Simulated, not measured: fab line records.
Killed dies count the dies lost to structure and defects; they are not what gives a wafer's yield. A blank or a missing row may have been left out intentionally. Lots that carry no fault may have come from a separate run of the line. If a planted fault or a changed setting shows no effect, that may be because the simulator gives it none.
Chamber matching -- flow n5_finfet -- 4 sister chambers for N5_BEOL_M1_ETCH_63 on rie_diel-02
The step etches SiARC in CF4, target depth 15.6 nm, time 26 s. 8 wafers are shown with their chamber, then 7 later ones without.

WAFERS WITH THEIR CHAMBER
wafer,chamber,drypump_motor_current_A (A),showerhead_plenum_p_Torr (Torr)
L079.3,0,5.9,2.03
L079.4,2,5.8,2.21
L079.6,3,6.4,2.12
L080.1,0,5.9,2.03
L080.4,1,5.2,2.05
L080.5,1,5.1,2.05
L081.1,3,6.4,2.11
L081.3,2,5.8,2.21

WAFERS MISSING THEIR CHAMBER
wafer,drypump_motor_current_A (A),showerhead_plenum_p_Torr (Torr)
L081.5,5.8,2.21
L087.2,5.8,2.20
L087.5,6.4,2.11
L087.6,5.8,2.20
L094.1,5.2,2.04
L094.2,6.4,2.10
L094.6,5.8,2.20

CHAMBER TAKEN BY EACH
wafer,from the rows above,in truth
L081.5,2,2
L087.2,2,2
L087.5,3,3
L087.6,2,2
L094.1,1,1
L094.2,3,3
L094.6,2,2
7 of 7 placed correctly. Can't be placed from these rows: 0. Wrongly placed: 0.
How it was worked out, from the rows above alone: a wafer's distance from a chamber is the root of the sum, over the readings, of the square of ((its reading less the chamber's mean) divided by the reading's scatter). The wafer belongs to the nearest chamber; if the next one is less than 2 further off, it can't be placed. For every chamber, the mean is computed from those of its wafers that are shown. The scatter is the square root of a quotient: the sum, over the shown wafers, of each reading's squared deviation from its chamber's mean, divided by wafers minus chambers.
